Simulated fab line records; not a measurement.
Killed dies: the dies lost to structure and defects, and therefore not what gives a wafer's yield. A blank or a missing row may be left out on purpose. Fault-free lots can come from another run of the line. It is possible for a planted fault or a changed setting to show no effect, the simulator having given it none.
A sampling plan put to the test | flow n5_finfet | one fab line, 67 faults that these records tell of, each judged on the records of the lots that it struck; 5 more are left out, because the records don't allow judging them
The plan consists of the line's own looks: route steps at which the wafer is read by a gauge or an inspection but not changed. Where struck wafers have a number at a look and the file lists that look's usual mean and standard deviation on fault-free wafers, the look can be judged. Caught: the struck wafers' mean, at a look after the fault's first step, is 4 or more of those standard deviations (sigma) away from the usual mean. On the tool: the same test on the tool's own readings at the fault's steps. If the struck wafers alone have a blank record, or they carry another recipe, that too counts as caught.

## THE FAULTS, as the simulator had put them in
1. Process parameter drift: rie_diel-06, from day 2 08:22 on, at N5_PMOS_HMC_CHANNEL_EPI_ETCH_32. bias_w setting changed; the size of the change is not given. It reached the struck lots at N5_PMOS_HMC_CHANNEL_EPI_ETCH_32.
2. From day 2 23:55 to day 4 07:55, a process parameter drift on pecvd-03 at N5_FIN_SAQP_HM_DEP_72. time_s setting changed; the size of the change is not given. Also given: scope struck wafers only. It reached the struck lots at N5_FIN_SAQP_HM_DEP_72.
3. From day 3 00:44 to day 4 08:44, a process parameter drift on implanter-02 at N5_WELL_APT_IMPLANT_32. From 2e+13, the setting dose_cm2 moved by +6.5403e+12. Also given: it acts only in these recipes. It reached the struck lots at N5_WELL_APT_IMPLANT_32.
4. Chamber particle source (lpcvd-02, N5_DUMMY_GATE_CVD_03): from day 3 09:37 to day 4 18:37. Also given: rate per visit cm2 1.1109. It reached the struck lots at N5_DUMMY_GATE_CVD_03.
5. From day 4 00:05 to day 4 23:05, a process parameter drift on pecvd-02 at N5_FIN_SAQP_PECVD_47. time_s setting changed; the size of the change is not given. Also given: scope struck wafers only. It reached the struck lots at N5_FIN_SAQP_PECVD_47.
6. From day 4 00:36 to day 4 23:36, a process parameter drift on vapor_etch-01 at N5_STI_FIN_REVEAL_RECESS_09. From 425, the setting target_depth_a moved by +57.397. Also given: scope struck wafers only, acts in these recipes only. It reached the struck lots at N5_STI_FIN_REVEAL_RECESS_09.
7. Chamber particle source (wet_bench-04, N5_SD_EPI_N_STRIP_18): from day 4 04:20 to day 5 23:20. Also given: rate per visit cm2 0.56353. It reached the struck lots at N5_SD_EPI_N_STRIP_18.
8. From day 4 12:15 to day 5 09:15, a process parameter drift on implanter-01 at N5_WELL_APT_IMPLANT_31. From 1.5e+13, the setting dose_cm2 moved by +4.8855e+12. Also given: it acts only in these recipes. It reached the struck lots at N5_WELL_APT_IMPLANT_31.
9. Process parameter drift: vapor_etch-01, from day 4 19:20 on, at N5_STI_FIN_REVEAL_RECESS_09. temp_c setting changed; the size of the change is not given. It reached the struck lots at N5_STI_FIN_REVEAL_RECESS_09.
10. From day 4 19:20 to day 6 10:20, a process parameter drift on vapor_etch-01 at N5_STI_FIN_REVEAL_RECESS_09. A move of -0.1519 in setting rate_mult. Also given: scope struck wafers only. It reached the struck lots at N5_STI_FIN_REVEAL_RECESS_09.
11. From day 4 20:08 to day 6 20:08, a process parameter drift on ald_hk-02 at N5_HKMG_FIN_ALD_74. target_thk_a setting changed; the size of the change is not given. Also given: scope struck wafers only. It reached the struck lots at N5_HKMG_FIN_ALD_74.
12. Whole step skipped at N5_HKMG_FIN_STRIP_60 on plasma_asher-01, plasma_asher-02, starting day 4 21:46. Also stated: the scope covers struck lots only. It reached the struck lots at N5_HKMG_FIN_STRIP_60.
13. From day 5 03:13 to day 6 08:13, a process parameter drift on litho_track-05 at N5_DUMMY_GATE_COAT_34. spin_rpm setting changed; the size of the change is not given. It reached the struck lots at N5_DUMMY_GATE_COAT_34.
14. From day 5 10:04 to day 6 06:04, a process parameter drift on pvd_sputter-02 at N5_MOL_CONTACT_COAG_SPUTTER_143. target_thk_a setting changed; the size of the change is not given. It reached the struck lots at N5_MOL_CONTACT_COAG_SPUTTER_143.
15. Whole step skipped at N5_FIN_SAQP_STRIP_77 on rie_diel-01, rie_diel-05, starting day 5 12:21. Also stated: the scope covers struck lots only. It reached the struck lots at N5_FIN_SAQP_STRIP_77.
16. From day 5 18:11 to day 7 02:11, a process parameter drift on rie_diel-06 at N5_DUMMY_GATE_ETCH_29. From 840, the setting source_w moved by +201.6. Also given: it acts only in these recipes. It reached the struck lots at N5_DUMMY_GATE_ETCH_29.
17. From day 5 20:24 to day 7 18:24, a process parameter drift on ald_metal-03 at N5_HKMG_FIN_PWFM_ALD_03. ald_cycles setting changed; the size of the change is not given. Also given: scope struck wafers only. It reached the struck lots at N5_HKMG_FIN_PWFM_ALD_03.
18. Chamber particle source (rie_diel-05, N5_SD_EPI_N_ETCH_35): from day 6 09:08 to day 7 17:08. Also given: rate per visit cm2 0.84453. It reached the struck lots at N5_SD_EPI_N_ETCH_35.
19. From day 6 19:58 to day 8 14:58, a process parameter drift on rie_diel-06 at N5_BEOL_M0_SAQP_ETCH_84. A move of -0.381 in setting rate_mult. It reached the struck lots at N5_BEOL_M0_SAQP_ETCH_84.
20. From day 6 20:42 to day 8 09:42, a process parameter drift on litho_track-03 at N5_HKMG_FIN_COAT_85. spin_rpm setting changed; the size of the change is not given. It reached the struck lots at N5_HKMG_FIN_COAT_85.
21. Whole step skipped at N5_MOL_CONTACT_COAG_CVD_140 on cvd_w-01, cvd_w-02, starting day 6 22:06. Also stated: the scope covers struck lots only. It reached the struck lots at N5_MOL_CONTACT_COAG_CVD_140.
22. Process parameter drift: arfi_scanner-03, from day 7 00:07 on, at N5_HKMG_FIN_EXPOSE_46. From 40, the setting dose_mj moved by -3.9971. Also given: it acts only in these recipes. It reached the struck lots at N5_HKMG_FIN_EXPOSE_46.
23. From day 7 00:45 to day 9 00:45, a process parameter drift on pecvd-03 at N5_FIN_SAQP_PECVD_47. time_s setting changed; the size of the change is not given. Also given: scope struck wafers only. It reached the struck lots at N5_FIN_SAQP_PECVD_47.
24. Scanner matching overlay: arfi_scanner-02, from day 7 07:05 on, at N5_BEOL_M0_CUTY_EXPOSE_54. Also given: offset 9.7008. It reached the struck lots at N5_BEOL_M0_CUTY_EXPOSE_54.
25. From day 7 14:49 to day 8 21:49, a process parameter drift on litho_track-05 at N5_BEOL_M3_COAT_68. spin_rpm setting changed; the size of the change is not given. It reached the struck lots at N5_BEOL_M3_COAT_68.
26. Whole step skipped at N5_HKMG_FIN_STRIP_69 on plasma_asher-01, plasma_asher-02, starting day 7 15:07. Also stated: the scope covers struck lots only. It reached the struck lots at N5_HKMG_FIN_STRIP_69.
27. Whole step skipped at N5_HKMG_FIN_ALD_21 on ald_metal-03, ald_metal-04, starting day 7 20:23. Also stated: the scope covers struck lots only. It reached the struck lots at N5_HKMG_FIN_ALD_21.
28. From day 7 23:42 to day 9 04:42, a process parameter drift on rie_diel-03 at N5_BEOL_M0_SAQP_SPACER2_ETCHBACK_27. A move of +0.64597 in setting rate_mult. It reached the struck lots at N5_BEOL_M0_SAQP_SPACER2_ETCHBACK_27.
29. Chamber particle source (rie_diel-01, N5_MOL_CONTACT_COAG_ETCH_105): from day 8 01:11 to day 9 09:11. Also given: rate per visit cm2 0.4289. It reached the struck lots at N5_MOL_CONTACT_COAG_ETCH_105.
30. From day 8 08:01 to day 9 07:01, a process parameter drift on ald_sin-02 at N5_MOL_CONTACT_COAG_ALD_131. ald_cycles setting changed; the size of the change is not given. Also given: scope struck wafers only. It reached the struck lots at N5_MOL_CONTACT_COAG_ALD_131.
31. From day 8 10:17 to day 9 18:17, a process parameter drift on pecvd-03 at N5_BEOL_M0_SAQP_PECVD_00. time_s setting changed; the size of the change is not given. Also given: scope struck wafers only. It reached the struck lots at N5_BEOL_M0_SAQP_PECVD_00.
32. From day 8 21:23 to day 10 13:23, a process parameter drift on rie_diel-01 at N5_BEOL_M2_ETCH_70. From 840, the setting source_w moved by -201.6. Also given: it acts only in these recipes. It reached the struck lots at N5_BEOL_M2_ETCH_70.
33. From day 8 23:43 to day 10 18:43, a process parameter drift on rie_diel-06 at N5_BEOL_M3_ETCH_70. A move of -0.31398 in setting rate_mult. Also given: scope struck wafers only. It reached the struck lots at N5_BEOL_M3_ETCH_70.
34. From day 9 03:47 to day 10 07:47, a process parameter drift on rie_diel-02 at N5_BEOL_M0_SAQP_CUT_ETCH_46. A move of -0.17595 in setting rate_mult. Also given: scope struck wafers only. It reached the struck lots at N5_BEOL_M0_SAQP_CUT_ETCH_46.
35. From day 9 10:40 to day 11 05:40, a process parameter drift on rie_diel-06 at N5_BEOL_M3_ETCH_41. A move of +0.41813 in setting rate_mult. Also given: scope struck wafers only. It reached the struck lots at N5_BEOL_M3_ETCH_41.
36. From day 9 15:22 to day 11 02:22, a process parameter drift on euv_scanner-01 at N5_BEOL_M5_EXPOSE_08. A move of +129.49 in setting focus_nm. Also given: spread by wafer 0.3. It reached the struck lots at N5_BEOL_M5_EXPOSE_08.
37. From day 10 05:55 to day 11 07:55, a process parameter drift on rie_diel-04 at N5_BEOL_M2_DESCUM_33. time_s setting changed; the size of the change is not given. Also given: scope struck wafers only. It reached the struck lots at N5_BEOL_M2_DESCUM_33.
38. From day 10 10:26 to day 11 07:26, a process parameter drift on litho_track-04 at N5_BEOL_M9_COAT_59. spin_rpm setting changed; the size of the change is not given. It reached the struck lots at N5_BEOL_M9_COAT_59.
39. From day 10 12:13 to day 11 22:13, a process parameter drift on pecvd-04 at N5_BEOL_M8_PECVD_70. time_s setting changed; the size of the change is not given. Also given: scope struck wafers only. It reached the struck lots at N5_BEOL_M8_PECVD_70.
40. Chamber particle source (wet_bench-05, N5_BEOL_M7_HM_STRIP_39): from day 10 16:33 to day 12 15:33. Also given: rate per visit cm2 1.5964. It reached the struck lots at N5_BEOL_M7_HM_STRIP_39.
41. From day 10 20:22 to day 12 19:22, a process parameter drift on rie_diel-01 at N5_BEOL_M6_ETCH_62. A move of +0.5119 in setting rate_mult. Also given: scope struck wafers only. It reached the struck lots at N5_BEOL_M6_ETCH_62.
42. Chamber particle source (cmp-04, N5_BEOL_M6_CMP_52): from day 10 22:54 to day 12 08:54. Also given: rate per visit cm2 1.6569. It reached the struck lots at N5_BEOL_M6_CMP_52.
43. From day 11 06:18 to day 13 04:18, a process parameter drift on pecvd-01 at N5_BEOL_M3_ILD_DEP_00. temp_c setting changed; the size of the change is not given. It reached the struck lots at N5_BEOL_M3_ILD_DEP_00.
44. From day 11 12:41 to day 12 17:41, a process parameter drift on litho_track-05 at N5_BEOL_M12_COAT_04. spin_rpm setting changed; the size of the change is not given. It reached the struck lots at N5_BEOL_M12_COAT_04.
45. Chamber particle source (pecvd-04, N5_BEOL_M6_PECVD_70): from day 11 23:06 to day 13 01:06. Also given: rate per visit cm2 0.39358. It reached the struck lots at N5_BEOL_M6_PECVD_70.
46. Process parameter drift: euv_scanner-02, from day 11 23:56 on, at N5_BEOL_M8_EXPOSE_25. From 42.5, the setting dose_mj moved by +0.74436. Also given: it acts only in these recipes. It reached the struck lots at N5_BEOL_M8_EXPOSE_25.
47. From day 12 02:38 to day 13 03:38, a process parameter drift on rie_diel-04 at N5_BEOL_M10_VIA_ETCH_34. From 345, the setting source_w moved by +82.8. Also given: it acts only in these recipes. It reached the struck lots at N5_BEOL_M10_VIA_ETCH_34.
48. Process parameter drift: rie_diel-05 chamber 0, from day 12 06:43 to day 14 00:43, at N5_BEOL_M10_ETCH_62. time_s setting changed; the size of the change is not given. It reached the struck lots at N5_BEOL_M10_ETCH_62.
49. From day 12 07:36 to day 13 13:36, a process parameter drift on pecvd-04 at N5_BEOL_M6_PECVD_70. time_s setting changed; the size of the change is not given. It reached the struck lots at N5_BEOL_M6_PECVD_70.
50. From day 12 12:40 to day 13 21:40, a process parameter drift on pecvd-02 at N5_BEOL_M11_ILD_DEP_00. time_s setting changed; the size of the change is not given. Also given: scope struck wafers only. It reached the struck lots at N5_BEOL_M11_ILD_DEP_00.
51. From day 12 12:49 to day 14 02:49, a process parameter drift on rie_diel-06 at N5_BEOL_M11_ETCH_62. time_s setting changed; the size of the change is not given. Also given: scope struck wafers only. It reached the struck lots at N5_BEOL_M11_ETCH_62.
52. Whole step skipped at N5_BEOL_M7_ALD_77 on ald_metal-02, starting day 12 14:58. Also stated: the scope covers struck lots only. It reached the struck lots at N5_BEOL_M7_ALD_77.
53. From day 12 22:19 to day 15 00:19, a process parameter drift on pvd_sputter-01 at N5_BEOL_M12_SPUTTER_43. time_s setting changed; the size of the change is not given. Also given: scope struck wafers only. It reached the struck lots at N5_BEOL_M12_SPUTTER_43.
54. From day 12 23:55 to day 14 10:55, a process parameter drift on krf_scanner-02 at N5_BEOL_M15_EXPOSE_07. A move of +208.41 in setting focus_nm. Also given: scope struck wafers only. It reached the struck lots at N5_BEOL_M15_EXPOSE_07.
55. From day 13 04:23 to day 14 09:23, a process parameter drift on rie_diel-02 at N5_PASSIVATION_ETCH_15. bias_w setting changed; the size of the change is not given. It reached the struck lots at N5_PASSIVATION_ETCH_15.
56. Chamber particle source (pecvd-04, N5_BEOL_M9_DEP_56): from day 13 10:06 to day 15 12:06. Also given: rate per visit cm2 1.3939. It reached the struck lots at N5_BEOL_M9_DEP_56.
57. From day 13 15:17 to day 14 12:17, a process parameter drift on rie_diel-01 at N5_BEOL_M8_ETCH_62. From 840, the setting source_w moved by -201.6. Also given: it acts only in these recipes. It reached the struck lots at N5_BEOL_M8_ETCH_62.
58. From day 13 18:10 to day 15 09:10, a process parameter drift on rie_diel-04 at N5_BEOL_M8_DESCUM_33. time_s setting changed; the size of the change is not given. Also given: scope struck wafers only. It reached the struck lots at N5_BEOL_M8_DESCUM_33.
59. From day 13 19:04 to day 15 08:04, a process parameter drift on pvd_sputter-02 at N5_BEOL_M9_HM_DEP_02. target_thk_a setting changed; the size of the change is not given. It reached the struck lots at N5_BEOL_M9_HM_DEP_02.
60. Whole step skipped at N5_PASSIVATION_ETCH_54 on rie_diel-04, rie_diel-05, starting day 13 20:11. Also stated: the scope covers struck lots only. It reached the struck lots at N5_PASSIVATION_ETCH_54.
61. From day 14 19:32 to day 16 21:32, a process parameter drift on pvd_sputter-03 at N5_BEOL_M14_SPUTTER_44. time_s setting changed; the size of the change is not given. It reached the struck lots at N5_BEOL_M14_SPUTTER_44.
62. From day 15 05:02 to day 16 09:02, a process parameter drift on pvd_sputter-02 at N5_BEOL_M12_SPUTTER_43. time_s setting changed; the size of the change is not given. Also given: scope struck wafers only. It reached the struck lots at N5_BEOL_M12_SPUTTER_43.
63. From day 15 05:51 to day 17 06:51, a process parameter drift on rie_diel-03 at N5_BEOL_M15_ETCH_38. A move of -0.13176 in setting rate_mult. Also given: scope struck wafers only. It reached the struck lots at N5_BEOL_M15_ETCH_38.
64. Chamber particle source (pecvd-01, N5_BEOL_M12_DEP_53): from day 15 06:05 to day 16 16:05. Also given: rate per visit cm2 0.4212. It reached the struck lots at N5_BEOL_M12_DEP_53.
65. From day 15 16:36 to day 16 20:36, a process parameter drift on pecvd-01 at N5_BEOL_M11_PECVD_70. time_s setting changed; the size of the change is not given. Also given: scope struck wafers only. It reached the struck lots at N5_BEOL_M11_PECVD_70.
66. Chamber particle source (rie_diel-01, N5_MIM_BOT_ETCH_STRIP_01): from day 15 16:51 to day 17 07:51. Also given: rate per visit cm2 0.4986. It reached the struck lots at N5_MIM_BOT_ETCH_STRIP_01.
67. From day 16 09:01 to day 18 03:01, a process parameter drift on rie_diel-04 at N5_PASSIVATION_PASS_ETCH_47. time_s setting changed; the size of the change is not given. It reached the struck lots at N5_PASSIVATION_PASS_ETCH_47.

## WHAT THE PLAN SAW
fault | on the tool itself                               | first look that catches it                      | reading, sigma                                             | median hours from its first step to that look | hours from the fault's start to the first struck lot there | judged looks passed uncaught
1     | bias_w +99 or beyond sigma                       | no look after it can be judged                  | -                                                          | -                                             | -                                                          | 0
2     | under 2 sigma                                    | none of the 4 looks that can be judged after it | -                                                          | -                                             | -                                                          | 4
3     | dose_ions_cm2 +99 or beyond sigma                | N5_BEOL_M4_RC_MEAS_101                          | CJ_N +9.2                                                  | 152.4                                         | 158                                                        | 0
4     | under 2 sigma                                    | no look after it can be judged                  | -                                                          | -                                             | -                                                          | 0
5     | run_length_s +17 sigma                           | not the one look that can be judged after it    | -                                                          | -                                             | -                                                          | 1
6     | under 2 sigma                                    | N5_STI_FIN_REVEAL_FIN_H_MEAS_10                 | trench_depth_nm +6.0                                       | 2.4                                           | 6                                                          | 0
7     | no reading that can be judged                    | N5_SD_EPI_N_INSPECT_26                          | raw_defect_count +7.8                                      | 3.5                                           | 11                                                         | 0
8     | dose_ions_cm2 +99 or beyond sigma                | N5_BEOL_M4_RC_MEAS_101                          | RS_PWELL -17                                               | 158.6                                         | 162                                                        | 0
9     | temp_c +13 sigma                                 | not the one look that can be judged after it    | strongest: SS_N at N5_BEOL_M4_RC_MEAS_101, +2.1            | -                                             | -                                                          | 1
10    | under 2 sigma                                    | N5_STI_FIN_REVEAL_FIN_H_MEAS_10                 | trench_depth_nm -8.4                                       | 2.7                                           | 6                                                          | 1
11    | under 2 sigma                                    | not the one look that can be judged after it    | strongest: VT_N_LVT at N5_BEOL_M4_RC_MEAS_101, -3.6        | -                                             | -                                                          | 1
12    | the tool's record is blank for the struck wafers | N5_HKMG_FIN_INSPECT_14                          | raw_defect_count +12                                       | 2.5                                           | 6                                                          | 0
13    | spin_speed_rpm -99 or beyond sigma               | not the one look that can be judged after it    | -                                                          | -                                             | -                                                          | 1
14    | under 2 sigma                                    | not the one look that can be judged after it    | -                                                          | -                                             | -                                                          | 1
15    | the tool's record is blank for the struck wafers | N5_FIN_SAQP_INSPECT_40                          | raw_defect_count +9.5                                      | 0.4                                           | 2                                                          | 1
16    | rf_fwd_power_W +71 sigma                         | not the one look that can be judged after it    | -                                                          | -                                             | -                                                          | 1
17    | under 2 sigma                                    | N5_BEOL_M4_RC_MEAS_101                          | IOFF_P_LIN +20                                             | 96.5                                          | 124                                                        | 0
18    | under 2 sigma                                    | N5_SD_EPI_N_INSPECT_26                          | raw_defect_count +12                                       | 4.2                                           | 8                                                          | 0
19    | under 2 sigma                                    | no look after it can be judged                  | -                                                          | -                                             | -                                                          | 0
20    | spin_speed_rpm -39 sigma                         | not the one look that can be judged after it    | -                                                          | -                                             | -                                                          | 1
21    | the tool's record is blank for the struck wafers | not the one look that can be judged after it    | -                                                          | -                                             | -                                                          | 1
22    | exposure_dose_mJ_cm2 -63 sigma                   | N5_HKMG_FIN_CD_MEAS_49                          | cd_nm -4.6                                                 | 0.1                                           | 13                                                         | 0
23    | run_length_s -15 sigma                           | none of the 3 looks that can be judged after it | -                                                          | -                                             | -                                                          | 3
24    | no reading that can be judged                    | N5_BEOL_M0_CUTY_OVL_MEAS_58                     | M0_ABLK_OVL +11                                            | 0.2                                           | 7                                                          | 1
25    | spin_speed_rpm +99 or beyond sigma               | none of the 2 looks that can be judged after it | -                                                          | -                                             | -                                                          | 2
26    | the tool's record is blank for the struck wafers | not the one look that can be judged after it    | -                                                          | -                                             | -                                                          | 1
27    | the tool's record is blank for the struck wafers | no look after it can be judged                  | -                                                          | -                                             | -                                                          | 0
28    | oes_product_au +4.0 sigma                        | not the one look that can be judged after it    | -                                                          | -                                             | -                                                          | 1
29    | under 2 sigma                                    | no look after it can be judged                  | -                                                          | -                                             | -                                                          | 0
30    | under 2 sigma                                    | not the one look that can be judged after it    | -                                                          | -                                             | -                                                          | 1
31    | under 2 sigma                                    | none of the 3 looks that can be judged after it | strongest: M0_RS at N5_BEOL_M0_RS_MEAS_126, +3.2           | -                                             | -                                                          | 3
32    | rf_fwd_power_W -77 sigma                         | not the one look that can be judged after it    | -                                                          | -                                             | -                                                          | 1
33    | under 2 sigma                                    | not the one look that can be judged after it    | -                                                          | -                                             | -                                                          | 1
34    | under 2 sigma                                    | not the one look that can be judged after it    | -                                                          | -                                             | -                                                          | 1
35    | under 2 sigma                                    | not the one look that can be judged after it    | -                                                          | -                                             | -                                                          | 1
36    | exposure_dose_mJ_cm2 +9.3 sigma                  | N5_BEOL_M5_CD_MEAS_11                           | cd_nm -4.5                                                 | 0.1                                           | 16                                                         | 0
37    | under 2 sigma                                    | not the one look that can be judged after it    | -                                                          | -                                             | -                                                          | 1
38    | spin_speed_rpm +99 or beyond sigma               | no look after it can be judged                  | -                                                          | -                                             | -                                                          | 0
39    | under 2 sigma                                    | no look after it can be judged                  | -                                                          | -                                             | -                                                          | 0
40    | under 2 sigma                                    | not the one look that can be judged after it    | -                                                          | -                                             | -                                                          | 1
41    | under 2 sigma                                    | no look after it can be judged                  | -                                                          | -                                             | -                                                          | 0
42    | under 2 sigma                                    | N5_BEOL_M6_INSPECT_58                           | raw_defect_count +39                                       | 0.5                                           | 3                                                          | 0
43    | susceptor_temp_C +43 sigma                       | none of the 2 looks that can be judged after it | strongest: M3_ILD_THK at N5_BEOL_M3_THK_MEAS_01, -2.0      | -                                             | -                                                          | 2
44    | spin_speed_rpm +99 or beyond sigma               | not the one look that can be judged after it    | -                                                          | -                                             | -                                                          | 1
45    | under 2 sigma                                    | none of the 2 looks that can be judged after it | strongest: raw_defect_count at N5_BEOL_M6_INSPECT_13, +3.5 | -                                             | -                                                          | 2
46    | exposure_dose_mJ_cm2 +12 sigma                   | none of the 3 looks that can be judged after it | -                                                          | -                                             | -                                                          | 3
47    | rf_fwd_power_W +69 sigma                         | no look after it can be judged                  | -                                                          | -                                             | -                                                          | 0
48    | only faintly: oes_product_au -2.1 sigma          | no look after it can be judged                  | -                                                          | -                                             | -                                                          | 0
49    | under 2 sigma                                    | no look after it can be judged                  | -                                                          | -                                             | -                                                          | 0
50    | run_length_s -24 sigma                           | N5_BEOL_M11_THK_MEAS_01                         | M11_ILD_THK -13                                            | 1.1                                           | 1                                                          | 0
51    | under 2 sigma                                    | not the one look that can be judged after it    | -                                                          | -                                             | -                                                          | 1
52    | the tool's record is blank for the struck wafers | no look after it can be judged                  | -                                                          | -                                             | -                                                          | 0
53    | under 2 sigma                                    | not the one look that can be judged after it    | -                                                          | -                                             | -                                                          | 1
54    | under 2 sigma                                    | N5_BEOL_M15_CD_MEAS_10                          | cd_nm +6.2                                                 | 0.2                                           | 7                                                          | 0
55    | bias_w +54 sigma                                 | no look after it can be judged                  | -                                                          | -                                             | -                                                          | 0
56    | under 2 sigma                                    | N5_BEOL_M9_INSPECT_58                           | raw_defect_count +39                                       | 0.1                                           | 5                                                          | 0
57    | rf_fwd_power_W -83 sigma                         | no look after it can be judged                  | -                                                          | -                                             | -                                                          | 0
58    | under 2 sigma                                    | no look after it can be judged                  | -                                                          | -                                             | -                                                          | 0
59    | under 2 sigma                                    | no look after it can be judged                  | -                                                          | -                                             | -                                                          | 0
60    | the tool's record is blank for the struck wafers | no look after it can be judged                  | -                                                          | -                                             | -                                                          | 0
61    | under 2 sigma                                    | no look after it can be judged                  | -                                                          | -                                             | -                                                          | 0
62    | under 2 sigma                                    | not the one look that can be judged after it    | strongest: M12_THK at N5_BEOL_M12_THK_MEAS_50, -2.0        | -                                             | -                                                          | 1
63    | under 2 sigma                                    | no look after it can be judged                  | -                                                          | -                                             | -                                                          | 0
64    | under 2 sigma                                    | N5_BEOL_M12_INSPECT_55                          | raw_defect_count +13                                       | 0.1                                           | 3                                                          | 0
65    | under 2 sigma                                    | none of the 2 looks that can be judged after it | -                                                          | -                                             | -                                                          | 2
66    | under 2 sigma                                    | N5_PASSIVATION_INSPECT_61                       | raw_defect_count +99 or beyond                             | 2.5                                           | 9                                                          | 0
67    | run_length_s +54 sigma                           | no look after it can be judged                  | -                                                          | -                                             | -                                                          | 0
Dash: fault not caught, or number not given in these records.

Caught at a look: 18 of 67. Caught on the tool: 30 of 67. By one or the other: 41 of 67.
Faults caught by the tool alone: 1, 5, 9, 13, 16, 20, 21, 23, 25, 26, 27, 28, 32, 38, 43, 44, 46, 47, 52, 55, 57, 60, 67.
Caught at a look alone: faults 6, 7, 10, 17, 18, 24, 42, 54, 56, 64, 66.
Caught by neither: faults 2, 4, 11, 14, 19, 29, 30, 31, 33, 34, 35, 37, 39, 40, 41, 45, 48, 49, 51, 53, 58, 59, 61, 62, 63, 65.

## THINNER SAMPLING
In the worst case, this is how late the first struck lot would be measured if the look that catches a fault measured only every second or every third lot, by lot number:
fault | struck lots at that look, in order of time | every lot | every second lot | every third lot
3     | L854, L858, L857                           | 158 h     | 173 h            | may miss all 3
6     | L699, L700, L701                           | 6 h       | 12 h             | 18 h
7     | L114, L116                                 | 11 h      | may miss all 2   | may miss all 2
8     | L790, L791, L792                           | 162 h     | 168 h            | 168 h
10    | L710, L711, L712                           | 6 h       | 15 h             | 20 h
12    | L890, L891                                 | 6 h       | 13 h             | may miss all 2
15    | L846, L847                                 | 2 h       | 8 h              | may miss all 2
17    | L453                                       | 124 h     | may miss it      | may miss it
18    | L103, L106                                 | 8 h       | 30 h             | may miss all 2
22    | L991, L993                                 | 13 h      | may miss all 2   | may miss all 2
24    | L221, L225                                 | 7 h       | may miss all 2   | may miss all 2
36    | L569                                       | 16 h      | may miss it      | may miss it
42    | L506, L505, L507                           | 3 h       | 4 h              | 19 h
50    | L804, L805                                 | 1 h       | 25 h             | may miss all 2
54    | L224, L223, L226                           | 7 h       | 12 h             | may miss all 3
56    | L137, L136                                 | 5 h       | 5 h              | may miss all 2
64    | L981, L982                                 | 3 h       | 5 h              | may miss all 2
66    | L351                                       | 9 h       | may miss it      | may miss it
Hours: fault start to first struck lot measured. The test against the limit of 4 sigma pooled every struck wafer, which means one lot taken alone may stay below that limit. Other struck lots may not be in these records.

## THE LONGEST TIMED WAY FROM STEP TO LOOK
Fault 8: the median time between N5_WELL_APT_IMPLANT_31 and N5_BEOL_M4_RC_MEAS_101 is 158.6 hours. No look between them can be judged.
